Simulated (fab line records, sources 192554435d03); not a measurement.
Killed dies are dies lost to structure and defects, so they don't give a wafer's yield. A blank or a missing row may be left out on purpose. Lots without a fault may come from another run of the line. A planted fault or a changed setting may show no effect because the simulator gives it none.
Which tool did it? | flow n5_finfet | 10 lots, 27 wafers sampled, at 4 steps of a route of 1938

WHAT THE GAUGES READ, wafer by wafer
N5_BEOL_M4_RC_MEAS_101. Usual: CJ_N 4.36, standard deviation 0.1; DIBL_N 37.2 mV/V, standard deviation 1.9; DIBL_P 37.3 mV/V, standard deviation 2.2; IOFF_N 0.18 nA/um, standard deviation 0.038; IOFF_P 0.22 nA/um, standard deviation 0.039; ION_N 678 uA/um, standard deviation 11; ION_P 462 uA/um, standard deviation 6.9; SS_N 71.8 mV/dec, standard deviation 0.68; SS_P 73.5 mV/dec, standard deviation 0.65; VT_N 249 mV, standard deviation 3.4; VT_P -250 mV, standard deviation 3.2.
lot  | measured     | on        | CJ_N           | DIBL_N (mV/V)  | DIBL_P (mV/V)  | IOFF_N (nA/um) | IOFF_P (nA/um) | ION_N (uA/um) | ION_P (uA/um) | SS_N (mV/dec)  | SS_P (mV/dec)  | VT_N (mV)   | VT_P (mV)      | flag
L437 | day 8 10:58  | prober-01 | 4.39 4.48 4.44 | 39.7 36.8 35.2 | 40.5 36.0 35.4 | 0.22 0.15 0.14 | 0.25 0.18 0.17 | 690 654 673   | 461 450 455   | 72.7 71.7 72.3 | 73.3 73.0 72.4 | 246 254 251 | -250 -252 -254 |
L438 | day 8 11:19  | prober-02 | 4.21 4.39 4.07 | 35.0 38.2 34.7 | 34.6 37.9 35.4 | 0.13 0.20 0.14 | 0.15 0.20 0.17 | 660 669 677   | 449 449 458   | 71.1 71.7 71.3 | 72.9 72.7 73.3 | 250 247 250 | -255 -252 -252 |
L441 | day 9 01:04  | prober-01 | 4.44 4.40 4.44 | 40.0 39.1 39.4 | 41.2 40.7 40.5 | 0.26 0.24 0.25 | 0.27 0.27 0.26 | 691 691 693   | 465 464 459   | 73.4 72.2 71.5 | 74.2 73.8 74.7 | 246 245 247 | -250 -249 -249 |
L442 | day 9 17:16  | prober-01 | 4.19 4.28 4.20 | 37.4 36.9 35.6 | 40.0 38.2 36.7 | 0.20 0.19 0.16 | 0.25 0.23 0.20 | 686 676 679   | 475 465 457   | 72.4 72.2 71.0 | 73.3 74.3 73.1 | 244 249 251 | -247 -250 -250 |
L447 | day 10 08:14 | prober-02 | 4.67 4.39      | 41.2 38.4      | 39.2 38.4      | 0.28 0.19      | 0.23 0.23      | 707 681       | 465 456       | 73.1 72.1      | 73.5 73.5      | 243 246     | -249 -252      |
L451 | day 12 00:30 | prober-01 | 4.68 4.35      | 40.4 37.3      | 37.2 35.0      | 0.25 0.15      | 0.23 0.20      | 694 665       | 472 460       | 72.0 70.8      | 73.6 72.8      | 243 253     | -249 -251      |
L455 | day 12 17:10 | prober-01 | 4.21 4.43      | 41.3 36.6      | 41.9 35.3      | 0.26 0.16      | 0.31 0.20      | 689 687       | 467 473       | 73.0 70.9      | 75.0 74.0      | 244 247     | -247 -249      |
L457 | day 13 04:33 | prober-02 | 4.42 4.25 4.32 | 36.8 36.7 37.4 | 35.1 36.2 36.5 | 0.17 0.17 0.21 | 0.22 0.24 0.25 | 677 682 691   | 458 469 470   | 71.2 72.7 72.2 | 73.7 73.2 73.4 | 248 248 244 | -248 -248 -245 |
L459 | day 13 13:22 | prober-01 | 4.41 4.44 4.45 | 37.2 37.0 35.9 | 40.0 39.2 37.1 | 0.18 0.17 0.14 | 0.22 0.20 0.17 | 668 673 655   | 452 461 445   | 72.0 72.1 72.4 | 74.4 73.6 73.8 | 250 250 254 | -251 -255 -255 |
L460 | day 13 22:26 | prober-02 | 4.42 4.45 4.48 | 35.6 33.3 37.0 | 36.9 32.9 37.7 | 0.16 0.11 0.18 | 0.19 0.15 0.22 | 669 655 678   | 460 453 459   | 71.8 71.8 72.6 | 73.2 73.2 73.6 | 251 257 248 | -253 -255 -250 |

N5_BEOL_M5_THK_MEAS_01. Usual: M5_ILD_THK 121.2 nm, standard deviation 1.6.
lot  | measured     | on            | M5_ILD_THK (nm)   | flag
L437 | day 8 12:22  | film_metro-02 | 118.6 122.4 121.8 |
L438 | day 8 12:53  | film_metro-02 | 118.7 119.3 119.5 |
L441 | day 9 02:29  | film_metro-02 | 121.3 120.6 122.8 |
L442 | day 9 18:48  | film_metro-01 | 121.3 122.2 122.9 |
L447 | day 10 09:37 | film_metro-01 | 119.1 122.0       |
L451 | day 12 01:53 | film_metro-02 | 118.7 120.5       |
L455 | day 12 18:35 | film_metro-02 | 119.6 121.6       |
L457 | day 13 06:05 | film_metro-01 | 118.6 117.1 120.5 |
L459 | day 13 15:14 | film_metro-01 | 121.8 122.4 123.6 |
L460 | day 14 00:09 | film_metro-01 | 125.0 122.9 123.2 |

WHICH TOOL RAN EACH LOT (tool, then ch and the chambers of the sampled wafers, then the start)
lot  | N5_SD_EPI_N_SD_RECESS_17        | N5_BEOL_M5_CURE_79
L437 | rie_si-03 ch 0,1, day 3 02:25   | uv_cure-03 ch 1, day 8 11:56
L438 | rie_si-02 ch 1,2,3, day 3 07:34 | uv_cure-01 ch 0, day 8 12:22
L441 | rie_si-03 ch 0,2,3, day 4 04:37 | uv_cure-02 ch 0, day 9 02:02
L442 | rie_si-05 ch 1,2,3, day 4 07:05 | uv_cure-03 ch 1, day 9 18:17
L447 | rie_si-03 ch 0,2, day 5 13:07   | uv_cure-01 ch 0, day 10 09:11
L451 | rie_si-03 ch 0,1, day 6 12:27   | uv_cure-01 ch 1, day 12 01:27
L455 | rie_si-02 ch 2,3, day 7 13:38   | uv_cure-03 ch 1, day 12 18:09
L457 | rie_si-02 ch 0,2,3, day 8 02:33 | uv_cure-02 ch 2, day 13 05:34
L459 | rie_si-03 ch 0,1,3, day 8 14:29 | uv_cure-02 ch 2, day 13 14:25
L460 | rie_si-03 ch 0,1,3, day 8 19:28 | uv_cure-01 ch 2, day 13 23:29
- N5_SD_EPI_N_SD_RECESS_17: chemistry HBr/Cl2/O2, target depth 41 nm, time 23.7 s, bt time 3 s.
- N5_BEOL_M5_CURE_79: cures SiCOH lowk, time 240 s.

WHAT THE TOOLS THEMSELVES READ (means of the sampled wafers that have a number; where no wafer has one, the mark that the record gives instead)
N5_SD_EPI_N_SD_RECESS_17. Usual: HBr_flow_sccm 150.0 sccm, standard deviation 0.44; bias_w 112.0 W, standard deviation 0.35; drypump_motor_current_A 5.7 A, standard deviation 0.51; oes_product_au 0.996 a.u., standard deviation 0.015; throttle_valve_pct 37.2 %, standard deviation 0.38.
lot  | tool      | HBr_flow_sccm (sccm) | bias_w (W) | drypump_motor_current_A (A) | oes_product_au (a.u.) | throttle_valve_pct (%) | flag
L437 | rie_si-03 | 149.9                | 111.6      | 5.5                         | 0.996                 | 37.0                   |
L438 | rie_si-02 | 149.9                | 112.1      | 5.9                         | 0.995                 | 37.3                   |
L441 | rie_si-03 | 150.1                | 112.2      | 5.5                         | 0.989                 | 37.3                   |
L442 | rie_si-05 | 150.1                | 112.1      | 6.2                         | 1.007                 | 36.8                   |
L447 | rie_si-03 | 149.9                | 111.7      | 5.2                         | 0.983                 | 37.4                   |
L451 | rie_si-03 | 150.9                | 111.8      | 5.7                         | 0.989                 | 37.0                   |
L455 | rie_si-02 | 150.2                | 112.3      | 6.3                         | 1.001                 | 37.5                   |
L457 | rie_si-02 | 150.1                | 112.1      | 5.9                         | 0.999                 | 37.3                   |
L459 | rie_si-03 | 150.3                | 112.1      | 5.7                         | 0.994                 | 37.1                   |
L460 | rie_si-03 | 150.1                | 111.8      | 5.7                         | 0.987                 | 37.1                   |

N5_BEOL_M5_CURE_79. Usual: lamp_power_pct 52.31 %, standard deviation 0.049; wafer_temp_C_max 386.8, standard deviation 0.72.
lot  | tool       | lamp_power_pct (%) | wafer_temp_C_max | flag
L437 | uv_cure-03 | 52.30              | 386.4            |
L438 | uv_cure-01 | 52.28              | 387.3            |
L441 | uv_cure-02 | 52.30              | 386.7            |
L442 | uv_cure-03 | 52.33              | 386.5            |
L447 | uv_cure-01 | 52.35              | 386.8            |
L451 | uv_cure-01 | 52.24              | 385.9            |
L455 | uv_cure-03 | 52.33              | 386.5            |
L457 | uv_cure-02 | 52.31              | 387.7            |
L459 | uv_cure-02 | 52.27              | 388.4            |
L460 | uv_cure-01 | 52.32              | 386.5            |

THE ANSWER, worked out from the rows above alone
Rule: a lot is off if the mean of its wafers that have a number lies more than 3 standard deviations from the usual mean. A lot without any number at a reading at which 4 lots or more have one is off too. The other lots that the step has rows for count as sound. The gauges are gone through in route order, then the tools' own readings, and for those a lot's mean is taken as printed above. The first step at which some lot is off is used, and at that step the reading that is off furthest; a lot without a number counts as furthest.
No lot is off at any reading shown: from this, nothing can be told.

WHAT THE SIMULATOR HAD PUT IN
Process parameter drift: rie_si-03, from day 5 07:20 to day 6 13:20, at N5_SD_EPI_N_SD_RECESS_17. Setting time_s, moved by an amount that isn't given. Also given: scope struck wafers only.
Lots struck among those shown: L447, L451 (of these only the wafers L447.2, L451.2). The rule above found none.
